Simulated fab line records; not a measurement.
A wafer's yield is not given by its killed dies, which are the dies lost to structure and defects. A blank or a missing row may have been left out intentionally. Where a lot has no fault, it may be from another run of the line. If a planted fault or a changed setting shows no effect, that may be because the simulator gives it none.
Chamber matching    flow n5Finfet    cvdCo-02 running N5_BEOL_M2_PRE_CLEAN_60: 3 sister chambers
The step time 15 s. 14 wafers are shown with their chamber, then 7 later ones without.

== WAFERS WITH THEIR CHAMBER ==
wafer   chamber  heaterPowerW (W)
L935.2  2        95
L935.3  1        83
L935.4  0        69
L934.2  2        94
L934.3  1        85
L934.5  1        81
L938.2  1        82
L938.3  0        70
L938.6  0        68
L941.1  1        82
L941.3  2        96
L941.6  2        97
L942.2  0        67
L942.3  1        83

SIGNATURES (averages over the wafers above)
reading       chamber 0  chamber 1  chamber 2  scatter within a chamber
heaterPowerW  68.50      82.67      95.50      1.33
Rule: a wafer lies at a distance from a chamber equal to the root of the sum of squares, over the readings, of (its reading less the chamber's mean, divided by the reading's scatter). The wafer belongs to the nearest chamber; if the next one is less than 2 further off, it can't be placed. How the scatter is found: for the shown wafers, subtract from each reading the mean of its chamber, square and add these, divide the total by (wafers less chambers), then take the root.

== WAFERS MISSING THEIR CHAMBER ==
wafer   heaterPowerW (W)
L942.5  70
L945.1  69
L945.2  97
L945.3  84
L950.3  84
L950.4  70
L950.5  84

== THE CHAMBER EACH PASSED THROUGH ==
wafer   from the rows above  in truth
L942.5  0                    0
L945.1  0                    0
L945.2  2                    2
L945.3  1                    1
L950.3  1                    1
L950.4  0                    0
L950.5  1                    1
Correctly placed: 7 of 7. Left unplaced by these rows: 0. 0 placed wrongly.
